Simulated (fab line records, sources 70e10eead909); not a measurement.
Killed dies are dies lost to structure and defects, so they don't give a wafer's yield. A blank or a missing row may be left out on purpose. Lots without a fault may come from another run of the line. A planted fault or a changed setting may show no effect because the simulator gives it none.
fab line records | flow nand_harc
record lots=12 wafers=36 last_day=33
route steps=1302 shown A_M0@1161 A_M1@1186 END@1302
lots that met no fault: from a run of the same line without faults
start_h: hours from the record's first day to the start of the lot's first wafer shown | wait_h: hours since the lot's step before | " the same as in the row above | L1.1+2: a row that stands for several wafers | - no value, or no start given | * or withheld: withheld | < > ~ a bound
route shown NAME@n: a module of which the file shows steps, and the number in the route of the first | usual: mean/standard deviation of fault-free wafers | same: alike in all rows | chamber/n: place in a boat | sites: the reading at each site | _std_site: their standard deviation | _edge_site: outer sites' mean less inner sites' | radius_mm: how far each site lies from the wafer's centre | mask NAME#n: copy n | behind: the tool/chamber that last shaped the wafer | hold: why the lot was held/for how many hours/how that ended | device: the transistor (n, p or np) that didn't switch | end of line: the same wafers' tests at the end of the route | a step without rows: its recipe alone | killed: dies lost to structure and defects at the first sort, not the wafer's yield | map: a wafer's dies, x killed, . not, _ none there
set.NAME: the setting as run; set.NAME@STEP: as run at that earlier step | model.NAME: the simulator's own value behind a step, which no gauge read
steps of the route over a sample of lots; a table a step, a row a wafer
services: from which hour (start_h, from the record's first day; less than 0 if before it) a tool's chamber was out of use, for how many hours, and why
## steps
# step NHARC_A_M0_ANNEAL_30
# recipe temp_c=225 time_s=90
# usual wafer_temp_C_max=226.05/0.29
# columns lot.wafer tool chamber start_h wait_h wafer_temp_C_max
L458.1 rtp_anneal-02 0 510.33 - 226.11
L458.2 " 0 " " 225.96
L458.4 " 0 " " 226.13
L459.2 rtp_anneal-02 0 530.27 - 225.73
L459.5 " 0 " " 225.87
L459.6 " 0 " " 225.97
L460.1 rtp_anneal-02 0 536.64 0.3 226.17
L460.2 " 0 " " 225.72
L460.5 " 0 " " 225.80
L463.2 rtp_anneal-01 0 572.32 0.4 226.15
L463.5 " 0 " " 226.40
L463.6 " 0 " " 226.42
L469.1 rtp_anneal-01 0 624.42 0.3 226.47
L469.2 " 0 " " 226.40
L469.3 " 0 " " 226.28
L468.2 rtp_anneal-01 0 642.41 0.3 226.12
L468.3 " 0 " " 226.30
L468.5 " 0 " " 226.36
L470.3 rtp_anneal-01 0 652.25 0.3 226.09
L470.5 " 0 " " 226.31
L470.6 " 0 " " 226.14
L471.1 rtp_anneal-02 0 667.98 0.3 226.63
L471.2 " 0 " " 225.83
L471.6 " 0 " " 226.34
L473.1 rtp_anneal-01 0 668.97 0.3 226.21
L473.3 " 0 " " 226.37
L473.6 " 0 " " 226.31
L474.1 rtp_anneal-02 0 671.30 0.3 225.95
L474.3 " 0 " " 225.80
L474.5 " 0 " " 225.64
L472.4 rtp_anneal-02 0 676.66 - 226.02
L472.5 " 0 " " 226.32
L472.6 " 0 " " 226.09
L481.2 rtp_anneal-02 0 740.67 - 225.85
L481.3 " 0 " " 225.96
L481.6 " 0 " " 225.94
# step NHARC_A_M1_STRIP_18
# recipe power_w=1000 n2_flow_sccm=150 h2_flow_sccm=150 ar_flow_sccm=0 bias_w=0 chemistry=N2/H2
# usual drypump_motor_current_A=5.8/0.39 h2_flow_sccm=150.0/0.46 n2_flow_sccm=150.0/0.48 oes_product_au=1.002/0.013 power_w=1000.2/2.9 rf_vpp_V=90.5/0.94 showerhead_plenum_p_Torr=2.02/0.082 throttle_valve_pct=14.172/0.0093
# columns lot.wafer tool chamber start_h wait_h drypump_motor_current_A h2_flow_sccm n2_flow_sccm oes_product_au power_w rf_hours_counter_h rf_vpp_V showerhead_plenum_p_Torr throttle_valve_pct
L458.4 rie_diel-02 2 513.10 0.1 5.4 149.7 148.9 1.018 1000.9 2.3 90.6 1.97 14.178
L458.2 " 3 " " 5.6 150.6 150.3 1.003 1003.3 2.9 90.9 2.07 14.160
L458.1 " 0 " " 5.5 149.7 150.6 1.005 1003.8 2.7 89.8 2.12 14.188
L459.2 rie_diel-02 0 532.98 0.1 5.5 150.4 150.4 1.000 1001.8 3.1 90.9 2.12 14.169
L459.6 " 0 " " 5.5 150.3 150.2 1.005 997.6 - 90.3 2.12 14.156
L459.5 " 1 " " 6.1 150.0 150.7 0.983 1000.1 - 89.5 1.91 14.174
L460.2 rie_diel-07 2 539.41 0.1 5.2 150.2 150.2 0.996 994.4 2.0 91.1 2.03 14.175
L460.1 " 1 " " 6.2 150.0 149.2 1.002 1002.6 2.9 91.2 2.19 14.172
L460.5 " 2 " " 5.2 150.0 149.7 0.996 998.3 - 89.0 2.03 14.166
L463.2 rie_diel-13 3 575.19 0.1 6.8 150.2 149.5 1.009 1001.9 2.9 91.1 2.04 14.186
L463.6 " 1 " " 5.8 150.2 149.6 1.020 998.5 - 90.0 2.07 14.174
L463.5 " 2 " " 5.8 150.6 150.1 1.016 1002.7 - 90.2 1.93 14.173
L469.1 rie_diel-13 3 627.22 0.1 6.8 150.1 149.9 1.008 996.3 5.2 90.5 2.04 14.168
L469.2 " 0 " " 5.5 150.4 150.4 1.022 993.9 4.6 92.0 2.04 14.187
L469.3 " 1 " " 5.8 149.6 150.7 1.017 998.2 5.0 91.8 2.07 14.167
L468.2 rie_diel-02 3 645.18 0.1 5.6 149.8 149.5 0.990 999.4 2.9 89.9 2.07 14.158
L468.3 " 0 " " 5.5 150.3 149.5 0.979 1003.7 2.5 89.0 2.12 14.160
L468.5 " 2 " " 5.4 150.3 149.8 0.991 998.7 - 90.0 1.97 14.158
L470.3 rie_diel-02 3 655.15 0.2 5.6 149.9 150.2 0.995 1004.8 3.0 90.6 2.07 14.173
L470.6 " 0 " " 5.5 150.1 149.1 0.992 1000.9 - 90.7 2.12 14.187
L470.5 " 1 " " 6.1 149.8 149.2 0.999 998.8 - 90.1 1.91 14.165
L471.1 rie_diel-02 1 670.78 0.1 6.1 150.0 149.6 0.982 1001.0 2.7 89.4 1.91 14.169
L471.2 " 2 " " 5.4 150.0 149.8 0.996 996.9 3.1 90.4 1.97 14.173
L471.6 " 0 " " 5.5 150.0 150.0 0.992 1000.5 - 91.1 2.12 14.184
L473.3 rie_diel-07 2 671.81 0.1 5.2 150.1 150.6 0.992 1002.6 0.1 89.4 2.03 14.167
L473.1 " 3 " " 5.7 149.9 150.6 0.988 993.1 0.1 89.3 1.91 14.185
L473.6 " 1 " " 6.3 150.2 150.5 1.008 997.7 - 91.3 2.19 14.168
L474.3 rie_diel-13 1 674.08 0.1 5.8 149.8 149.7 1.020 996.3 7.7 90.9 2.07 14.180
L474.1 " 3 " " 6.8 150.4 150.1 1.007 999.4 7.9 92.0 2.04 14.158
L474.5 " 2 " " 5.8 150.2 149.9 1.014 1005.6 - 89.8 1.93 14.174
L472.4 rie_diel-02 0 679.15 0.1 5.5 150.4 149.2 1.002 1001.8 3.0 92.6 2.12 14.167
L472.5 " 0 " " 5.5 150.2 149.6 0.987 1002.6 - 91.0 2.12 14.179
L472.6 " 1 " " 6.1 150.9 150.5 0.993 1002.0 - 89.7 1.91 14.177
L481.2 rie_diel-02 2 743.84 0.1 5.4 150.2 150.2 0.992 1004.0 5.2 90.7 1.97 14.169
L481.3 " 1 " " 6.1 149.4 149.2 0.982 1006.1 4.7 89.4 1.90 14.153
L481.6 " 1 " " 6.1 149.1 149.8 0.989 1003.2 - 90.2 1.90 14.165
# step NHARC_A_M1_CMP_23
# recipe t_overpolish_s=20 target_thk_nm=154.34
# usual motor_current_A=12.1/1.1 time_to_endpoint_s=29.0/2.9
# columns lot.wafer tool chamber start_h wait_h motor_current_A time_to_endpoint_s
L458.2 cmp-03 1 514.86 - 10.8 28.2
L458.4 " 2 " " 10.6 30.7
L458.1 " 3 " " 13.3 30.1
L459.2 cmp-02 2 534.70 - 10.9 26.3
L459.6 " 2 " " 11.4 27.1
L459.5 " 3 " " 14.0 26.3
L460.1 cmp-04 0 541.24 - 12.3 31.6
L460.2 " 1 " " 11.9 33.9
L460.5 " 3 " " 14.9 30.4
L463.2 cmp-02 0 576.93 - 11.8 32.9
L463.5 " 2 " " 10.9 29.8
L463.6 " 3 " " 14.0 27.1
L469.3 cmp-04 1 629.06 - 11.9 29.5
L469.1 " 2 " " 11.3 26.5
L469.2 " 0 " " 12.5 27.7
L468.2 cmp-02 3 646.84 - 13.4 29.0
L468.3 " 0 " " 11.6 35.3
L468.5 " 0 " " 12.6 36.6
L470.3 cmp-02 2 656.91 - 11.3 28.0
L470.5 " 3 " " 13.9 26.8
L470.6 " 0 " " 11.6 34.8
L471.2 cmp-03 1 672.57 - 11.0 29.2
L471.1 " 2 " " 11.4 32.9
L471.6 " 0 " " 12.3 27.3
L473.1 cmp-02 1 673.59 - 11.5 28.4
L473.3 " 2 " " 11.5 30.3
L473.6 " 0 " " 11.3 32.6
L474.3 cmp-04 1 675.84 - 12.1 28.8
L474.1 " 2 " " 10.9 26.3
L474.5 " 1 " " 11.4 27.3
L472.4 cmp-03 3 680.88 - 12.3 28.3
L472.6 " 3 " " 13.3 29.9
L472.5 " 0 " " 12.3 25.6
L481.2 cmp-02 1 745.65 - 11.5 25.4
L481.3 " 3 " " 14.4 24.1
L481.6 " 0 " " 12.1 29.8
# step NHARC_A_M1_DEP_33
# recipe target_thk_a=300 temp_c=370 target_thk_nm=30 pressure_torr=3 flow_sccm=200 rf_w=450 material=SiCN
# usual heater_power_w=578/99 rf_fwd_power_W=449.1/1.4 susceptor_temp_C=369.98/0.2
# columns lot.wafer tool chamber start_h wait_h heater_power_w rf_fwd_power_W susceptor_temp_C
L458.2 pecvd-03 0 515.45 0.1 571 447.6 370.18
L458.1 " 1 " " 543 447.1 369.80
L458.4 " 0 " " 578 448.6 370.06
L459.2 pecvd-02 0 535.40 0.1 553 449.1 369.79
L459.6 " 1 " " 758 448.0 369.86
L459.5 " 0 " " 552 449.1 369.93
L460.2 pecvd-04 2 541.80 0.1 610 446.9 369.91
L460.1 " 1 " " 569 447.0 370.14
L460.5 " 0 " " 595 449.7 370.05
L463.2 pecvd-02 1 577.57 0.1 802 447.5 369.81
L463.6 " 2 " " 426 447.1 369.92
L463.5 " 0 " " 502 451.3 369.95
L469.2 pecvd-04 0 629.68 0.1 587 448.7 370.21
L469.3 " 1 " " 577 448.6 370.18
L469.1 " 2 " " 561 447.7 369.94
L468.2 pecvd-02 1 647.51 0.1 742 449.2 369.57
L468.3 " 2 " " 382 449.3 370.00
L468.5 " 1 " " 723 449.7 369.74
L470.3 pecvd-04 0 657.49 0.1 599 449.5 369.84
L470.6 " 0 " " 587 450.9 369.74
L470.5 " 1 " " 535 448.0 370.05
L471.1 pecvd-04 0 673.14 0.1 532 376.4 370.35
L471.2 " 1 " " 572 374.7 370.23
L471.6 " 1 " " 565 376.5 369.92
L473.1 pecvd-02 0 674.31 0.1 527 446.6 369.98
L473.3 " 2 " " 435 450.8 370.47
L473.6 " 0 " " 537 448.4 370.01
L474.3 pecvd-04 1 676.47 0.1 491 375.2 370.33
L474.1 " 2 " " 583 377.6 369.90
L474.5 " 0 " " 557 378.0 369.76
L472.4 pecvd-03 2 681.62 0.2 726 446.7 369.97
L472.5 " 0 " " 612 447.5 369.48
L472.6 " 1 " " 540 451.7 370.14
L481.3 pecvd-04 2 746.25 0.1 595 449.4 369.85
L481.2 " 0 " " 571 450.3 370.19
L481.6 " 2 " " 605 446.8 369.97
# step NHARC_END_SORT_01
# recipe temp_c=25
# usual defect_limited_yield=91.1/2.9 killed_at_array=55/20 killed_at_other=1.1/1.2 killed_at_periphery=3.8/2.8 killed_dies=60/19 killed_open=3.4/1.9 killed_short=2.2/1.5
# same gross_dies=677
# columns lot.wafer tool chamber start_h wait_h defect_limited_yield[%] killed_at_array killed_at_other killed_at_periphery killed_dies killed_open killed_short
L460.1 prober-02 0 575.99 2.5 89.4 68 1 3 72 0 6
L460.2 prober-02 0 576.80 2.8 89.4 69 0 3 72 4 1
L460.5 prober-02 0 579.23 3.7 87.7 78 1 4 83 4 5
L469.1 prober-02 0 662.90 2.5 90.8 58 1 3 62 3 4
L469.2 prober-02 0 663.70 2.8 91.3 52 1 6 59 1 3
L469.3 prober-02 0 664.49 3.1 91.4 46 2 10 58 6 4
# killed by level:class
L460.1 A_CHANNEL_HOLE_D2:chamber_film_flake=28 A_SLIT:chamber_film_flake=25 A_CHANNEL_HOLE_D1:chamber_film_flake=3 P_GATE:chamber_film_flake=3 A_CHANNEL_FILL_D1:chamber_film_flake=3 A_DECK1_JOINT:geometric_particle:short=2 A_SGD_CUT:geometric_particle:short=2 A_CONTACT:chamber_film_flake=2
L460.2 A_CHANNEL_HOLE_D2:chamber_film_flake=30 A_SLIT:chamber_film_flake=26 A_SGD_CUT:geometric_particle:open=2 P_GATE:chamber_film_flake=2 A_ZERO_WELL:chamber_film_flake=2 A_CHANNEL_HOLE_D1:chamber_film_flake=2 A_STAIRCASE:chamber_film_flake=2 A_CONTACT:chamber_film_flake=2
L460.5 A_CHANNEL_HOLE_D2:chamber_film_flake=34 A_SLIT:chamber_film_flake=23 A_SGD_CUT:chamber_film_flake=3 A_CONTACT:chamber_film_flake=3 P_STI:chamber_film_flake=2 A_CHANNEL_HOLE_D1:chamber_film_flake=2 A_DECK1_JOINT:chamber_film_flake=2 P_GATE:geometric_particle:open=1
L469.1 A_CHANNEL_HOLE_D1:chamber_film_flake=34 A_CONTACT:chamber_film_flake=7 A_STAIRCASE:chamber_film_flake=6 A_SLIT:chamber_film_flake=2 P_M0:geometric_particle:short=1 A_DECK1_JOINT:geometric_particle:short=1 A_CHANNEL_FILL_D2:geometric_particle:short=1 A_SLIT:geometric_particle:short=1
L469.2 A_CHANNEL_HOLE_D1:chamber_film_flake=29 A_CONTACT:chamber_film_flake=11 P_STI:chamber_film_flake=4 A_STAIRCASE:chamber_film_flake=4 A_WL_FILL:geometric_particle:short=2 A_M0:chamber_film_flake=2 A_CHANNEL_HOLE_D2:chamber_film_flake=2 A_CHANNEL_HOLE_D2:geometric_particle:short=1
L469.3 A_CHANNEL_HOLE_D1:chamber_film_flake=25 A_STAIRCASE:chamber_film_flake=9 P_STI:chamber_film_flake=6 A_CONTACT:chamber_film_flake=5 P_M0:geometric_particle:open=2 THIN_TSV:chamber_film_flake=2 P_M1:geometric_particle:open=1 P_M2:geometric_particle:short=1
## services
# columns tool chamber start_h hours kind
rie_diel-13 3 487.95 12.3 repair
cmp-03 - 496.10 4.4 repair
cmp-04 - 496.82 1.0 repair
cmp-02 - 500.73 0.5 repair
cmp-03 - 502.14 0.7 repair
cmp-04 - 503.14 4.0 pm
cmp-04 - 508.03 5.6 repair
rie_diel-13 2 513.03 6.6 repair
rie_diel-13 - 519.01 9.0 pm
cmp-02 - 526.68 4.0 pm
rie_diel-02 2 536.49 5.5 repair
rie_diel-02 3 553.18 4.2 repair
cmp-02 - 554.56 1.2 repair
rie_diel-02 - 570.70 9.0 pm
pecvd-02 - 589.05 13.0 pm
cmp-02 - 624.68 4.0 pm
pecvd-02 - 631.61 0.8 repair
pecvd-04 - 631.63 13.0 pm
pecvd-02 0 646.26 17.9 repair
cmp-02 - 680.67 1.8 repair
cmp-02 - 722.68 4.0 pm
rie_diel-02 3 732.82 6.0 repair
rie_diel-02 0 735.65 12.6 repair
rtp_anneal-02 - 744.00 12.0 pm
## key
first_sign step=NHARC_A_M1_DEP_33 reading=rf_fwd_power_W direction=down sigmas=51 usual=* struck=*
effect none on later readings
met_at NHARC_A_M1_DEP_33
struck_lots L471,L474
not_acting_at NHARC_A_M0_ANNEAL_30,NHARC_A_M1_STRIP_18,NHARC_A_M1_CMP_23
onset_between 657.49 673.14
fault kind=process_parameter_drift tool=pecvd-04 chamber=- onset_h=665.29 steps=NHARC_A_M1_DEP_33 channel=rf_w offset=* shape=step end_h=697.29 acts_in=* stated=*
